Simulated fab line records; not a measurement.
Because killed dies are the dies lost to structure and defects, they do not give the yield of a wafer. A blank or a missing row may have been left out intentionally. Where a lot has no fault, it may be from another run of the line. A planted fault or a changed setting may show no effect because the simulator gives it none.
A lot that was struck, set against a sound lot / flow nandHarc / 14 out of 1159 route steps
Sound: wafers L224.1, L224.2, L224.5. Struck: wafer L220.5 (left out: L220.4, a lot-mate that was not struck); the cause follows at the end.
At each step with rows: each side's tool, then ch and its chambers, then its first start. Under that, the readings that differ: sound wafers / struck wafers / difference of the means / sigmas: that difference in standard deviations of wafers without a fault.
alike: a reading whose means differ by less than 2 such deviations, as well as words and numbers matching on both sides. not compared: withheld readings; readings where some wafer has no value; bounds like >300 that might hide an equal value; numbers whose values overlap and for which the record gives no deviation.
A row with sigmas, a row that says differs or no value, or rows on one side alone: a step with any of these is where the two part. Non-overlapping numbers with no deviation appear without sigmas and do not part them. A reading that every wafer of one side lacks parts them only if that side has two wafers or more.

NHARC_A_CHANNEL_FILL_D1_ALD_16: deposits SiO2, target thk 1.5 nm, pulse time 10 s, ald cycles 15.
  sound on aldHk-04 ch 0,1, day 13 16:10; struck on aldHk-01 ch 2, day 12 15:40
  alike: heaterPowerW, precursorPulseHeightRel
then, 3 steps without rows for these wafers: NHARC_A_CHANNEL_FILL_D1_ANNEAL_17 (time 1800 s); NHARC_A_CHANNEL_FILL_D1_CVD_18 (deposits poly-Si, target thk 3 nm); NHARC_A_CHANNEL_FILL_D1_ETCHBACK_19 (etches the open film in HBr/Cl2, target depth 5 nm, time 1.7 s).
NHARC_A_CHANNEL_FILL_D1_ETCHBACK_20: etches the open film in C4F8/O2/Ar, target depth 27 nm, time 13.5 s.
  sound on rieDiel-06 ch 1,2,3, day 14 03:50; struck on rieDiel-09 ch 2, day 13 03:52
reading=rfVppV (V); sound=987 977 982; struck=969; difference=-13; sigmas=-2
  alike: chamberPressureMTorr, oesProductAu, runLengthS
  not compared: rfHoursCounterH
NHARC_A_CHANNEL_FILL_D1_STRIP_28: strips in O2, time 20 s.
  sound on rieDiel-06 ch 0,1,3, day 14 03:56; struck on rieDiel-09 ch 0, day 13 03:57
  alike: chamberPressureMTorr, drypumpMotorCurrentA, oesProductAu, rfVppV, showerheadPlenumPTorr, throttleValvePct
  not compared: rfHoursCounterH
then, 4 steps without rows for these wafers: NHARC_A_CHANNEL_FILL_D1_PRECLEAN_21 (cleans in dHF, time 30 s); NHARC_A_CHANNEL_FILL_D1_SRD_23; NHARC_A_CHANNEL_FILL_D1_CVD_05 (deposits poly-Si, target thk 5 nm); NHARC_A_CHANNEL_FILL_D1_ANNEAL_22 (time 7200 s).
NHARC_A_CHANNEL_FILL_D1_THK_MEAS_06: measures by ellipsometry.
  sound on filmMetro-01 at day 14 15:26; struck on filmMetro-02 at day 13 15:27
  alike: thkNm
NHARC_A_CHANNEL_FILL_D1_ALD_25: deposits SiOx, target thk 60 nm, pulse time 10 s, ald cycles 600.
  sound on aldHk-04 ch 1,2,3, day 14 16:44; struck on aldHk-01 ch 3, day 13 17:59
  alike: heaterPowerW, precursorPulseHeightRel
NHARC_A_CHANNEL_FILL_D1_ETCHBACK_08: etches the open film in C4F8, target depth 220 nm, time 110 s.
  sound on rieDiel-09 ch 0,1,2, day 14 21:05; struck on rieDiel-06 ch 1, day 13 21:08
reading=runLengthS (s); sound=131.0 130.9 131.9; struck=154.2; difference=+22.9; sigmas=+55
  alike: chamberPressureMTorr, oesProductAu, rfVppV
  not compared: rfHoursCounterH
NHARC_A_CHANNEL_FILL_D1_STRIP_29: strips in O2, time 20 s.
  sound on rieDiel-09 ch 2,3; struck on rieDiel-06 ch 3
reading=showerheadPlenumPTorr (Torr); sound=3.33 3.44 3.33; struck=3.75; difference=+0.38; sigmas=+3
  alike: chamberPressureMTorr, drypumpMotorCurrentA, oesProductAu, rfVppV, throttleValvePct
  not compared: rfHoursCounterH

== WHERE THEY PART ==
Last at NHARC_A_CHANNEL_FILL_D1_STRIP_29 as far as this record goes, first at NHARC_A_CHANNEL_FILL_D1_ETCHBACK_20.

WHY: what the simulator had put in
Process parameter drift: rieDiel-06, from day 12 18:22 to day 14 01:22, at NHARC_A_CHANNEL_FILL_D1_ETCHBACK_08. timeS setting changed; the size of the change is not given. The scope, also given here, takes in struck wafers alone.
